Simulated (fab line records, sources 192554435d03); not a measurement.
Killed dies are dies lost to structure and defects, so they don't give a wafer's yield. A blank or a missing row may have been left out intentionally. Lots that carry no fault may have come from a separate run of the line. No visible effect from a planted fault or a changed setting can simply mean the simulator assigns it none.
Split-lot experiment ; flow n5_finfet ; on a route of 1938 steps: 7 lots, 21 wafers read

== ABOUT THE SPLIT ==
At N5_PMOS_HMC_CHANNEL_EPI_EXPOSE_06 (exposes mask PMOS HMC BLK, target cd 240 nm), the setting dose_mj was moved away from the recipe's 41 on 8 of the 21 wafers read, by -6.0% to +7.2%. The other wafers ran this setting at the recipe's value.

== FROM THE SPLIT TO THE READING: what the file shows between them, 2 steps ==
- N5_PMOS_HMC_CHANNEL_EPI_PEB_07: peb time 60 s (also split here: peb_time_s)
- N5_PMOS_HMC_CHANNEL_EPI_DEVELOP_08: develop time 30 s

== THE READING ==
cd_nm, in nm, at N5_PMOS_HMC_CHANNEL_EPI_CD_MEAS_09 (target cd 237.4 nm). On this fab line, fault-free wafers typically give 237.4 nm with a standard deviation of 1.1 nm.

wafer;tool, chamber at the split;dose_mj as run;against the recipe;cd_nm, nm;against lot-mates on the recipe
L079.3;arfi_scanner-02, 0;38.54;-6.0%;234.8;-4.0
L079.4;arfi_scanner-02, 0;38.54;-6.0%;232.8;-6.0
L079.5;arfi_scanner-02, 0;41;recipe;238.8;-
L087.2;arfi_scanner-02, 0;41;recipe;238.6;-
L087.4;arfi_scanner-02, 0;41;recipe;235.3;-
L087.5;arfi_scanner-02, 0;41;recipe;236.4;-
L089.2;arfi_scanner-01, 0;39.08;-4.7%;233.8;-5.1
L089.5;arfi_scanner-01, 0;39.08;-4.7%;234.7;-4.2
L089.6;arfi_scanner-01, 0;41;recipe;238.9;-
L091.1;arfi_scanner-01, 0;43.96;+7.2%;243.6;+4.5
L091.4;arfi_scanner-01, 0;41;recipe;239.6;-
L091.6;arfi_scanner-01, 0;41;recipe;238.6;-
L093.2;arfi_scanner-03, 0;38.87;-5.2%;235.7;-5.8
L093.5;arfi_scanner-03, 0;41;recipe;241.5;-
L093.6;arfi_scanner-03, 0;38.87;-5.2%;233.9;-7.6
L094.3;arfi_scanner-01, 0;41;recipe;237.1;-
L094.4;arfi_scanner-01, 0;41;recipe;237.1;-
L094.5;arfi_scanner-01, 0;41;recipe;238.3;-
L097.1;arfi_scanner-01, 0;41;recipe;239.7;-
L097.3;arfi_scanner-01, 0;41;recipe;238.9;-
L097.5;arfi_scanner-01, 0;42.86;+4.5%;242.7;+3.4

THE FIT
A straight line over all 21 wafers: cd_nm changes by +0.777 nm for each +1% of dose_mj; r = +0.89; the points scatter about the line by 1.4 nm.
The same after taking each lot's own level away (the mean of its wafers on the recipe; 21 wafers): +0.884 nm for each +1%; r = +0.94; scatter 1.1 nm.
The reading moves by 6.4 nm for the largest change in dose_mj, on that fit.
The span of the lots' own levels, 236.77 to 241.50 nm, comes to 4.3 times the standard deviation stated above.
So the slope is not independent of the lot-to-lot level: the two fits are not the same.
Check: +6.85 nm against its lot-mates is what the line predicts for one of the wafers moved furthest among these (+7.2%) when that wafer is left out of the fit. It came out at +4.5 nm against them.

== THESE WAFERS: OTHER SPLITS ==
Before the reading, these wafers also passed through other splits. Each is held against what the fit with the lots' levels taken away leaves over:
other split on the same wafers;wafers away from the commonest value;r with cd_nm (lot level and that fit taken away)
N5_ZERO_LAYER_PECVD_02 time_s;4;+0.09
N5_ZERO_LAYER_ETCH_18 icp_w;6;-0.09
N5_PMOS_HMC_CHANNEL_EPI_PEB_07 peb_time_s;4;+0.24

== THE WHOLE CHAIN: every reading that the file lists as answering this split, in the file's order ==
step;what it does;reading;change (the file's fit);r (the file's)
N5_PMOS_HMC_CHANNEL_EPI_CD_MEAS_09;target cd 237.4 nm;cd_nm;+0.857 nm for each +1% of the setting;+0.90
N5_PMOS_HMC_CHANNEL_EPI_DESCUM_14;chemistry O2, time 7.9 s;PMOS_HMC_CHANNEL_EPI.cd_nm (the simulator's own value, which no gauge read);+0.85 nm for each +1% of the setting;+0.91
N5_PMOS_HMC_CHANNEL_EPI_ETCH_32;etches BARC in N2/H2, stops on SiO2, target depth 85.8 nm, time 50.3 s;PMOS_HMC_CHANNEL_EPI.cd_nm (the simulator's own value, which no gauge read);+0.881 nm for each +1% of the setting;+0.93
N5_PMOS_HMC_CHANNEL_EPI_HM_OPEN_15;chemistry CHF3/O2, target SiO2, target depth 40.6 nm, time 20.3 s;PMOS_HMC_CHANNEL_EPI.cd_nm (the simulator's own value, which no gauge read);+0.888 nm for each +1% of the setting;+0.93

== FILE'S OWN FIT ==
cd_nm changes by +0.857 nm for each +1% of dose_mj, r = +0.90.
